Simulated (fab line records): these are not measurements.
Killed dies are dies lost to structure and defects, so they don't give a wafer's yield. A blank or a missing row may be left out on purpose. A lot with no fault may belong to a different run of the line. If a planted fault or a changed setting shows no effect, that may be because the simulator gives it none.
Chamber matching | flow n5Finfet | 4 sister chambers for N5_BEOL_M11_ETCH_62 on rieDiel-02
The step etches SOC in N2/H2, target depth 110 nm, overetch 22 nm, time 165 s. 16 wafers are shown with their chamber, then 8 later ones without.

WAFERS PAIRED WITH THEIR CHAMBERS
wafer  | chamber | throttleValvePct (%) | drypumpMotorCurrentA (A) | showerheadPlenumPTorr (Torr)
L076.1 | 1       | 18.19                | 5.7                      | 2.72
L076.3 | 2       | 17.35                | 5.0                      | 2.70
L076.4 | 0       | 18.06                | 5.2                      | 2.63
L077.1 | 2       | 17.36                | 5.0                      | 2.70
L077.4 | 1       | 18.20                | 5.6                      | 2.72
L077.6 | 0       | 18.06                | 5.2                      | 2.63
L078.1 | 0       | 18.07                | 5.2                      | 2.63
L078.3 | 1       | 18.19                | 5.6                      | 2.72
L078.6 | 1       | 18.18                | 5.6                      | 2.72
L082.1 | 1       | 18.22                | 5.7                      | 2.71
L082.2 | 3       | 18.06                | 5.5                      | 2.64
L082.6 | 1       | 18.21                | 5.7                      | 2.71
L083.1 | 0       | 18.11                | 5.2                      | 2.62
L083.2 | 2       | 17.38                | 5.0                      | 2.70
L083.4 | 1       | 18.23                | 5.6                      | 2.71
L087.2 | 0       | 18.10                | 5.2                      | 2.62

SIGNATURES, as means of the wafers listed above
reading               | chamber 0 | chamber 1 | chamber 2 | chamber 3 | scatter within a chamber
throttleValvePct      | 18.0800   | 18.2029   | 17.3633   | 18.0600   | 0.0196
drypumpMotorCurrentA  | 5.200     | 5.643     | 5.000     | 5.500     | 0.0378
showerheadPlenumPTorr | 2.6260    | 2.7157    | 2.7000    | 2.6400    | 0.00493
Rule: a wafer lies at a distance from a chamber equal to the root of the sum of squares, over the readings, of (its reading less the chamber's mean, divided by the reading's scatter). If the next closest chamber is less than 2 further off than the closest, the wafer can't be placed; otherwise it belongs to the closest. How the scatter is found: for the shown wafers, subtract from each reading the mean of its chamber, square and add these, divide the total by (wafers less chambers), then take the root.

WAFERS WITH NO CHAMBER GIVEN
wafer  | throttleValvePct (%) | drypumpMotorCurrentA (A) | showerheadPlenumPTorr (Torr)
L087.4 | 17.40                | 5.0                      | 2.69
L087.6 | 18.11                | 5.2                      | 2.62
L093.2 | 17.40                | 5.0                      | 2.69
L093.4 | 18.24                | 5.7                      | 2.70
L093.6 | 17.41                | 5.0                      | 2.69
L097.1 | 18.25                | 5.6                      | 2.70
L097.4 | 17.42                | 5.0                      | 2.69
L097.5 | 18.09                | 5.5                      | 2.63

WHICH CHAMBER EACH WENT THROUGH
wafer  | from the rows above | in truth
L087.4 | 2                   | 2
L087.6 | 0                   | 0
L093.2 | 2                   | 2
L093.4 | 1                   | 1
L093.6 | 2                   | 2
L097.1 | 1                   | 1
L097.4 | 2                   | 2
L097.5 | 3                   | 3
Correct placement for 8 of the 8. From these rows, 0 cannot be placed. Number placed wrongly: 0.
